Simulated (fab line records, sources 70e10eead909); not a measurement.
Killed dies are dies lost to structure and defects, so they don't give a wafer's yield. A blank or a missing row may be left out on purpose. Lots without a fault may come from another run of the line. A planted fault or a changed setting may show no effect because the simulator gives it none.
Which tool did it? | flow nand_harc | 24 lots, 72 wafers sampled, at 3 steps of a route of 1159

WHAT THE GAUGES READ, wafer by wafer
NHARC_A_CONTACT_INSPECT_44. Usual: raw_defect_count 28, standard deviation 14.
lot  | measured     | on                | raw_defect_count | flag
L074 | day 16 05:11 | defect_inspect-01 | 17 13 12         |
L075 | day 16 13:27 | defect_inspect-02 | 27 32 32         |
L077 | day 16 13:36 | defect_inspect-02 | 9 11 10          |
L076 | day 16 17:55 | defect_inspect-02 | 20 15 20         |
L079 | day 17 02:37 | defect_inspect-01 | 23 34 18         |
L081 | day 17 15:09 | defect_inspect-02 | 9 17 11          |
L080 | day 17 17:24 | defect_inspect-01 | 36 36 39         |
L078 | day 17 19:35 | defect_inspect-02 | 17 20 30         |
L083 | day 18 07:58 | defect_inspect-01 | 23 30 34         |
L082 | day 18 08:49 | defect_inspect-01 | 19 27 23         |
L085 | day 18 22:08 | defect_inspect-02 | 40 34 39         |
L084 | day 18 22:29 | defect_inspect-01 | 11 10 9          |
L087 | day 19 07:35 | defect_inspect-02 | 29 36 37         |
L088 | day 19 07:44 | defect_inspect-01 | 16 27 26         |
L086 | day 19 11:55 | defect_inspect-02 | 55 63 58         |
L089 | day 20 01:25 | defect_inspect-01 | 20 26 30         |
L090 | day 20 02:44 | defect_inspect-02 | 29 45 27         |
L092 | day 20 13:23 | defect_inspect-02 | 19 24 32         |
L091 | day 20 16:11 | defect_inspect-02 | 59 47 55         |
L094 | day 20 18:11 | defect_inspect-02 | 16 27 22         |
L093 | day 20 18:25 | defect_inspect-02 | 33 32 30         |
L095 | day 21 13:34 | defect_inspect-02 | 41 54 52         |
L097 | day 21 18:52 | defect_inspect-02 | 8 12 15          |
L096 | day 21 23:56 | defect_inspect-02 | 56 39 35         |

NHARC_A_CONTACT_INSPECT_71. Usual: raw_defect_count 29, standard deviation 14.
lot  | measured     | on                | raw_defect_count | flag
L074 | day 16 12:00 | defect_inspect-01 | 15 16 12         |
L075 | day 16 20:45 | defect_inspect-01 | 24 33 37         |
L077 | day 16 21:46 | defect_inspect-02 | 9 16 12          |
L076 | day 17 03:02 | defect_inspect-01 | 23 18 22         |
L079 | day 17 09:49 | defect_inspect-01 | 22 37 24         |
L081 | day 17 22:02 | defect_inspect-02 | 9 14 9           |
L080 | day 18 00:20 | defect_inspect-02 | 40 38 43         |
L078 | day 18 06:38 | defect_inspect-02 | 13 21 28         |
L083 | day 18 16:03 | defect_inspect-01 | 23 31 31         |
L082 | day 18 16:20 | defect_inspect-01 | 21 30 22         |
L085 | day 19 05:32 | defect_inspect-01 | 43 28 36         |
L084 | day 19 06:11 | defect_inspect-02 | 15 15 10         |
L087 | day 19 15:35 | defect_inspect-01 | 30 39 37         |
L088 | day 19 15:44 | defect_inspect-02 | 19 28 24         |
L086 | day 19 19:04 | defect_inspect-01 | 53 60 62         |
L089 | day 20 08:19 | defect_inspect-02 | 24 27 31         |
L090 | day 20 11:24 | defect_inspect-02 | 31 55 30         |
L092 | day 20 21:00 | defect_inspect-02 | 19 24 32         |
L091 | day 21 00:13 | defect_inspect-02 | 58 50 59         |
L094 | day 21 01:32 | defect_inspect-02 | 19 28 22         |
L093 | day 21 02:21 | defect_inspect-02 | 34 37 28         |
L095 | day 21 20:43 | defect_inspect-02 | 43 53 51         |
L097 | day 22 02:12 | defect_inspect-02 | 8 15 15          |
L096 | day 22 08:56 | defect_inspect-02 | 49 42 37         |

WHICH TOOL RAN EACH LOT (tool, then ch and the chambers of the sampled wafers, then the start)
lot  | NHARC_A_CONTACT_ETCH_122
L074 | har_cap_etch-03 ch 0,1, day 16 07:39
L075 | har_cap_etch-01 ch 0,1, day 16 16:23
L077 | har_cap_etch-03 ch 0,1, day 16 16:52
L076 | har_cap_etch-01 ch 0,1, day 16 20:35
L079 | har_cap_etch-02 ch 0,1, day 17 05:22
L081 | har_cap_etch-02 ch 0,1, day 17 17:37
L080 | har_cap_etch-01 ch 0,1, day 17 19:52
L078 | har_cap_etch-02 ch 0,1, day 17 22:37
L083 | har_cap_etch-03 ch 0,1, day 18 11:16
L082 | har_cap_etch-01 ch 0,1, day 18 11:20
L085 | har_cap_etch-01 ch 0,1, day 19 00:37
L084 | har_cap_etch-03 ch 0,1, day 19 00:55
L087 | har_cap_etch-01 ch 0, day 19 10:19
L088 | har_cap_etch-02 ch 1, day 19 10:47
L086 | har_cap_etch-01 ch 0,1, day 19 14:23
L089 | har_cap_etch-02 ch 0,1, day 20 03:50
L090 | har_cap_etch-03 ch 0, day 20 05:11
L092 | har_cap_etch-01 ch 0,1, day 20 15:51
L091 | har_cap_etch-03 ch 0,1, day 20 19:06
L094 | har_cap_etch-01 ch 0,1, day 20 21:07
L093 | har_cap_etch-03 ch 0,1, day 20 21:55
L095 | har_cap_etch-03 ch 0,1, day 21 16:00
L097 | har_cap_etch-02 ch 0,1, day 21 21:47
L096 | har_cap_etch-03 ch 1, day 22 02:31
- NHARC_A_CONTACT_ETCH_122: etches the open film in C4F8/O2/Ar, time 95 s, target depth 930 nm.

WHAT THE TOOLS THEMSELVES READ (means of the sampled wafers that have a number; where no wafer has one, the mark that the record gives instead)
The record holds no such reading with a usual standard deviation.

THE ANSWER, worked out from the rows above alone
Rule: a lot is off if the mean of its wafers that have a number lies more than 3 standard deviations from the usual mean. A lot without any number at a reading at which 4 lots or more have one is off too. The other lots that the step has rows for count as sound. The gauges are gone through in route order, then the tools' own readings, and for those a lot's mean is taken as printed above. The first step at which some lot is off is used, and at that step the reading that is off furthest; a lot without a number counts as furthest.
No lot is off at any reading shown: from this, nothing can be told.

WHAT THE SIMULATOR HAD PUT IN
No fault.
